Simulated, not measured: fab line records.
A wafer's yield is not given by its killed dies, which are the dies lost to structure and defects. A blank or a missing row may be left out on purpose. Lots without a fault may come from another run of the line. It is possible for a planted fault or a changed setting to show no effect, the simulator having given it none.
Comparing a struck lot with a sound one ; flow nand_harc ; 14 out of 1159 route steps
Sound: wafers L555.2, L555.4, L555.6. The struck wafers were L554.2, L554.3, L554.4. The cause comes at the end.
Order at every step that has rows: each side's tool, ch and its chambers, its first start. Under that, the readings that differ: sound wafers ; struck wafers ; difference of the means ; sigmas: that difference in standard deviations of wafers without a fault.
alike: same words and numbers on both sides, and readings whose means sit less than 2 such deviations apart. not compared: any withheld reading, any reading some wafer has no value for, any bound like >300 that may hide the same value, and any number with overlapping values for which the record gives no deviation.
Wherever a step has rows on one side only, a row that says differs or no value, or a row with sigmas, the two part there. Non-overlapping numbers with no deviation appear without sigmas and do not part them. A reading that every wafer of one side lacks parts them only if that side has two wafers or more.

first, 5 steps without rows for these wafers: NHARC_A_STAIRCASE_EBR_246; NHARC_A_STAIRCASE_EXPOSE_247 (exposes mask SDS 1); NHARC_A_STAIRCASE_PEB_248 (peb time 130 s); NHARC_A_STAIRCASE_DEVELOP_249 (time 140 s); NHARC_A_STAIRCASE_HARDBAKE_251 (time 140 s).
NHARC_A_STAIRCASE_DESCUM_252: chemistry O2, time 3 s.
  sound on rie_diel-09 ch 1,2,3, day 15 17:10; struck on rie_diel-09 ch 1,2,3, day 15 11:56
  alike: drypump_motor_current_A, oes_product_au, rf_vpp_V, showerhead_plenum_p_Torr, throttle_valve_pct
  not compared: rf_hours_counter_h
NHARC_A_STAIRCASE_ETCH_253: etches the open film in C4F8/O2, target depth 50 nm, time 20.2 s.
  sound on rie_diel-09 ch 0,1,2, day 15 17:14; struck on rie_diel-09 ch 0,2,3, day 15 12:16
  alike: bias_w, oes_product_au, rf_fwd_power_W, rf_vpp_V
  not compared: rf_hours_counter_h
NHARC_A_STAIRCASE_STRIP_254: strips in O2.
  sound on plasma_asher-01 ch 0,1, day 15 17:19; struck on plasma_asher-01 ch 0,1, day 15 12:21
  alike: drypump_motor_current_A, heater_power_w
  not compared: rf_hours_counter_h
then, 3 steps without rows for these wafers: NHARC_A_STAIRCASE_STRIP_255 (strips in SPM, time 900 s); NHARC_A_STAIRCASE_PRECLEAN_256 (cleans in SC1); NHARC_A_STAIRCASE_SRD_257.
NHARC_A_STAIRCASE_HM_DEP_456: deposits aC, target thk 1500 nm.
  sound on acl_dep-03 ch 0, day 15 18:26; struck on acl_dep-03, day 15 15:27
  no value came back on the struck wafers for susceptor_temp_C (C), throttle_valve_pct (%); on the sound wafers susceptor_temp_C (C) reads 400.33 400.13 400.08
NHARC_A_STAIRCASE_DEP_259: deposits SiON, target thk 30 nm.
  sound on pecvd-04 ch 0,1, day 15 20:02; struck on pecvd-01 ch 0,1,2, day 15 17:02
  alike: chamber_pressure_Torr, heater_power_outer_w, heater_power_w, rf_fwd_power_W
-- record jumps: 9 days between struck wafers' starts before vs after; left off in module A_STAIRCASE, resumes in module END, first step shown is number 1159 of the route --
NHARC_END_SORT_01:
  sound on prober-02 ch 0, day 25 04:56; struck on prober-02 ch 0, day 24 13:23
reading;sound;struck;difference;sigmas
killed_at_array;36 43 39;676 677 676;+637;+70
killed_dies;38 45 44;677 677 677;+635;+71
  alike: killed_at_other, killed_at_periphery, killed_open, killed_short

== WHERE THEY PART ==
Last at NHARC_END_SORT_01 as far as this record goes, first at NHARC_A_STAIRCASE_HM_DEP_456.

WHY: whatever the simulator had introduced
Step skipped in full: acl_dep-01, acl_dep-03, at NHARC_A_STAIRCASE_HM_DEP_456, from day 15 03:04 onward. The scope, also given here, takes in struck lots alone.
